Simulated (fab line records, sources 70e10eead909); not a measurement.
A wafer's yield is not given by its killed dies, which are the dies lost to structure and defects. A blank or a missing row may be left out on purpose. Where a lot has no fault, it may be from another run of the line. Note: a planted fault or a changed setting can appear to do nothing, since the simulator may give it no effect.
Chamber matching | flow nand-harc | NHARC_P_M0_DESCUM_14 on rie-diel-10 has 4 sister chambers
The step chemistry O2, time 3 s. 4 wafers are shown with their chamber, then 9 later ones without.

== WAFERS, EACH WITH ITS CHAMBER ==
wafer  | chamber | drypump-motor-current-A (A)
L083.2 | 2       | 6.0
L083.4 | 1       | 6.4
L090.5 | 0       | 5.5
L090.6 | 3       | 4.7

== WAFERS WITH NO CHAMBER GIVEN ==
wafer  | drypump-motor-current-A (A)
L091.1 | 6.1
L091.2 | 5.4
L091.3 | 6.4
L094.1 | 5.4
L094.3 | 4.7
L094.6 | 6.4
L097.3 | 4.7
L097.4 | 5.4
L097.6 | 4.7

== WHICH CHAMBER EACH WENT THROUGH ==
wafer  | from the rows above | in truth
L091.1 | 2                   | 2
L091.2 | 0                   | 0
L091.3 | 1                   | 1
L094.1 | 0                   | 0
L094.3 | 3                   | 3
L094.6 | 1                   | 1
L097.3 | 3                   | 3
L097.4 | 0                   | 0
L097.6 | 3                   | 3
Correctly placed: 9 of 9. Left unplaced by these rows: 0. Number placed wrongly: 0.
How it was worked out, from the rows above alone: a wafer's distance from a chamber is the root of the sum, over the readings, of the square of ((its reading less the chamber's mean) divided by the reading's scatter). If the next closest chamber is less than 2 further off than the closest, the wafer can't be placed; otherwise it belongs to the closest. A chamber's mean is the mean of its shown wafers. The scatter (one wafer shown for each chamber): square how far every hidden wafer sits from the nearest shown wafer, average those squares and take the square root.
